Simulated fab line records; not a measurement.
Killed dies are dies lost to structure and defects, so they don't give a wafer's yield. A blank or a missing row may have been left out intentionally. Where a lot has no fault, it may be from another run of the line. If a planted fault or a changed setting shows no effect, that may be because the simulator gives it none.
2 desks looking at one fault    flow n5 finfet    each desk has only its own numbers; what lay behind them comes last

== METROLOGY DESK ==
What the gauges read, lot by lot, whatever tool the lot ran on: means of the sampled wafers that have a number. Marked OUT: a lot whose mean sits more than 4 standard deviations from the usual mean, which makes it out of limits; the brackets give that distance. Shown here are 7 of its 10 readings, the ones lying furthest out on some lot.
Columns: A = DIBL_N at N5_BEOL_M4_RC_MEAS_101, usual 36.1 mV/V; B = DIBL_P at N5_BEOL_M4_RC_MEAS_101, usual 36.3 mV/V; C = IOFF_P at N5_BEOL_M4_RC_MEAS_101, usual 0.21 nA/um; D = ION_P at N5_BEOL_M4_RC_MEAS_101, usual 461 uA/um; E = SS_P at N5_BEOL_M4_RC_MEAS_101, usual 73.3 mV/dec; F = VT_N at N5_BEOL_M4_RC_MEAS_101, usual 250.4 mV; G = VT_P at N5_BEOL_M4_RC_MEAS_101, usual -250 mV
lot   first seen here  A     B     C     D    E     F      G
L825  day 8 16:52      35.2  35.9  0.18  453  73.4  252.2  -255
L827  day 9 13:38      36.9  38.4  0.22  459  74.0  249.5  -252
L828  day 9 16:39      36.0  35.2  0.20  466  72.8  254.0  -250
L829  day 9 19:14      34.6  34.2  0.25  476  73.0  249.8  -242
L830  day 10 23:01     35.1  35.9  0.20  456  72.8  250.7  -251
L839  day 12 07:35     35.9  36.9  0.22  464  73.3  247.5  -249
L836  day 12 08:41     36.2  36.7  0.24  462  73.7  249.3  -247
L845  day 14 16:38     37.9  38.5  0.22  458  73.4  250.2  -251
L847  day 15 03:52     37.3  37.6  0.24  466  73.5  249.9  -247
L848  day 15 04:57     36.1  36.6  0.18  456  72.9  254.9  -255
This desk's finding: nothing out of limits on any of the 10 lots.

== THE TOOL OWNER'S DESK: ald metal-02 ==
The tool's own readings at N5_BEOL_M2_ALD_84 (deposits TaN, pulse time 2 s, purge time 3 s, co reactant purge time 2 s): means of the sampled wafers that have a number, for each lot that ran on this tool. Marked OUT: a lot whose mean sits more than 4 standard deviations from the usual mean, which makes it out of limits; the brackets give that distance.
Columns: A = heater power w at N5_BEOL_M2_ALD_84, usual 449 W
lot   first seen here  A
L829  day 8 22:57      483
L830  day 9 09:48      426
L836  day 10 05:46     467
L839  day 11 04:22     454
L845  day 13 04:42     485
L847  day 13 13:20     466
This desk's finding: nothing out of limits on any of the 6 lots.

== PUT TOGETHER ==
At the metrology desk, nothing out of limits was observed.
Nothing out of limits was seen by the tool owner's desk.

== WHAT WAS PUT IN BY THE SIMULATOR ==
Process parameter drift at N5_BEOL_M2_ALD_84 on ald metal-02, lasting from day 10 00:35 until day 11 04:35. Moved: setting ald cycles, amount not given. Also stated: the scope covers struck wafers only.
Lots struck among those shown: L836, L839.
